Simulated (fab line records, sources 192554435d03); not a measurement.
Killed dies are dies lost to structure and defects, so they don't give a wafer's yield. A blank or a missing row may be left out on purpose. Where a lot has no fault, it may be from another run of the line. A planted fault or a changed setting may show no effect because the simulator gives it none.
Matching of chambers :: flow n5Finfet :: rieDiel-01 running N5_BEOL_M10_ETCH_61: 4 sister chambers
The step etches SiARC in CF4, target depth 39 nm, time 65 s. 20 wafers are shown with their chamber, then 10 later ones without.

## WAFERS, EACH WITH ITS CHAMBER
wafer: L079.1
chamber: 2
drypumpMotorCurrentA (A): 5.0
throttleValvePct (%): 15.19
showerheadPlenumPTorr (Torr): 2.19

wafer: L079.3
chamber: 0
drypumpMotorCurrentA (A): 6.5
throttleValvePct (%): 15.54
showerheadPlenumPTorr (Torr): 2.08

wafer: L079.5
chamber: 3
drypumpMotorCurrentA (A): 5.2
throttleValvePct (%): 15.90
showerheadPlenumPTorr (Torr): 2.14

wafer: L075.2
chamber: 2
drypumpMotorCurrentA (A): 5.0
throttleValvePct (%): 15.20
showerheadPlenumPTorr (Torr): 2.19

wafer: L075.3
chamber: 0
drypumpMotorCurrentA (A): 6.5
throttleValvePct (%): 15.53
showerheadPlenumPTorr (Torr): 2.08

wafer: L075.6
chamber: 0
drypumpMotorCurrentA (A): 6.5
throttleValvePct (%): 15.53
showerheadPlenumPTorr (Torr): 2.08

wafer: L080.1
chamber: 0
drypumpMotorCurrentA (A): 6.6
throttleValvePct (%): 15.55
showerheadPlenumPTorr (Torr): 2.08

wafer: L080.3
chamber: 2
drypumpMotorCurrentA (A): 5.0
throttleValvePct (%): 15.21
showerheadPlenumPTorr (Torr): 2.19

wafer: L080.5
chamber: 1
drypumpMotorCurrentA (A): 5.6
throttleValvePct (%): 15.87
showerheadPlenumPTorr (Torr): 2.12

wafer: L081.2
chamber: 2
drypumpMotorCurrentA (A): 5.0
throttleValvePct (%): 15.22
showerheadPlenumPTorr (Torr): 2.19

wafer: L081.5
chamber: 2
drypumpMotorCurrentA (A): 5.0
throttleValvePct (%): 15.23
showerheadPlenumPTorr (Torr): 2.19

wafer: L081.6
chamber: 1
drypumpMotorCurrentA (A): 5.6
throttleValvePct (%): 15.86
showerheadPlenumPTorr (Torr): 2.12

wafer: L084.2
chamber: 2
drypumpMotorCurrentA (A): 5.0
throttleValvePct (%): 15.26
showerheadPlenumPTorr (Torr): 2.18

wafer: L084.4
chamber: 3
drypumpMotorCurrentA (A): 5.2
throttleValvePct (%): 15.96
showerheadPlenumPTorr (Torr): 2.13

wafer: L084.5
chamber: 0
drypumpMotorCurrentA (A): 6.5
throttleValvePct (%): 15.61
showerheadPlenumPTorr (Torr): 2.07

wafer: L086.2
chamber: 2
drypumpMotorCurrentA (A): 4.9
throttleValvePct (%): 15.28
showerheadPlenumPTorr (Torr): 2.18

wafer: L086.3
chamber: 3
drypumpMotorCurrentA (A): 5.2
throttleValvePct (%): 15.97
showerheadPlenumPTorr (Torr): 2.12

wafer: L086.4
chamber: 1
drypumpMotorCurrentA (A): 5.6
throttleValvePct (%): 15.91
showerheadPlenumPTorr (Torr): 2.12

wafer: L083.3
chamber: 0
drypumpMotorCurrentA (A): 6.5
throttleValvePct (%): 15.62
showerheadPlenumPTorr (Torr): 2.07

wafer: L083.4
chamber: 2
drypumpMotorCurrentA (A): 4.9
throttleValvePct (%): 15.27
showerheadPlenumPTorr (Torr): 2.18

SIGNATURES (means of the wafers above)
reading: drypumpMotorCurrentA
chamber 0: 6.517
chamber 1: 5.600
chamber 2: 4.975
chamber 3: 5.200
scatter within a chamber: 0.0382

reading: throttleValvePct
chamber 0: 15.5633
chamber 1: 15.8800
chamber 2: 15.2325
chamber 3: 15.9433
scatter within a chamber: 0.0358

reading: showerheadPlenumPTorr
chamber 0: 2.0767
chamber 1: 2.1200
chamber 2: 2.1863
chamber 3: 2.1300
scatter within a chamber: 0.00571
Rule: distance of a wafer from a chamber = root of the sum over the readings of ((wafer's reading minus chamber's mean) / reading's scatter) squared. If the next closest chamber is less than 2 further off than the closest, the wafer can't be placed; otherwise it belongs to the closest. The scatter: the root of (the sum of the squares of (reading less its chamber's mean) over the shown wafers, divided by (wafers less chambers)).

## WAFERS MISSING THEIR CHAMBER
wafer: L083.5
drypumpMotorCurrentA (A): 5.7
throttleValvePct (%): 15.92
showerheadPlenumPTorr (Torr): 2.12

wafer: L090.2
drypumpMotorCurrentA (A): 6.5
throttleValvePct (%): 15.62
showerheadPlenumPTorr (Torr): 2.07

wafer: L090.3
drypumpMotorCurrentA (A): 5.0
throttleValvePct (%): 15.28
showerheadPlenumPTorr (Torr): 2.18

wafer: L090.6
drypumpMotorCurrentA (A): 5.1
throttleValvePct (%): 15.99
showerheadPlenumPTorr (Torr): 2.12

wafer: L092.1
drypumpMotorCurrentA (A): 5.2
throttleValvePct (%): 16.01
showerheadPlenumPTorr (Torr): 2.12

wafer: L092.2
drypumpMotorCurrentA (A): 5.0
throttleValvePct (%): 15.29
showerheadPlenumPTorr (Torr): 2.17

wafer: L092.6
drypumpMotorCurrentA (A): 5.2
throttleValvePct (%): 16.02
showerheadPlenumPTorr (Torr): 2.12

wafer: L091.1
drypumpMotorCurrentA (A): 5.0
throttleValvePct (%): 15.29
showerheadPlenumPTorr (Torr): 2.17

wafer: L091.3
drypumpMotorCurrentA (A): 5.2
throttleValvePct (%): 16.00
showerheadPlenumPTorr (Torr): 2.12

wafer: L091.6
drypumpMotorCurrentA (A): 6.5
throttleValvePct (%): 15.63
showerheadPlenumPTorr (Torr): 2.07

## EACH ONE'S CHAMBER
wafer: L083.5
from the rows above: 1
in truth: 1

wafer: L090.2
from the rows above: 0
in truth: 0

wafer: L090.3
from the rows above: 2
in truth: 2

wafer: L090.6
from the rows above: 3
in truth: 3

wafer: L092.1
from the rows above: 3
in truth: 3

wafer: L092.2
from the rows above: 2
in truth: 2

wafer: L092.6
from the rows above: 3
in truth: 3

wafer: L091.1
from the rows above: 2
in truth: 2

wafer: L091.3
from the rows above: 3
in truth: 3

wafer: L091.6
from the rows above: 0
in truth: 0
Placed correctly: 10 of 10. Can't be placed from these rows: 0. 0 placed wrongly.
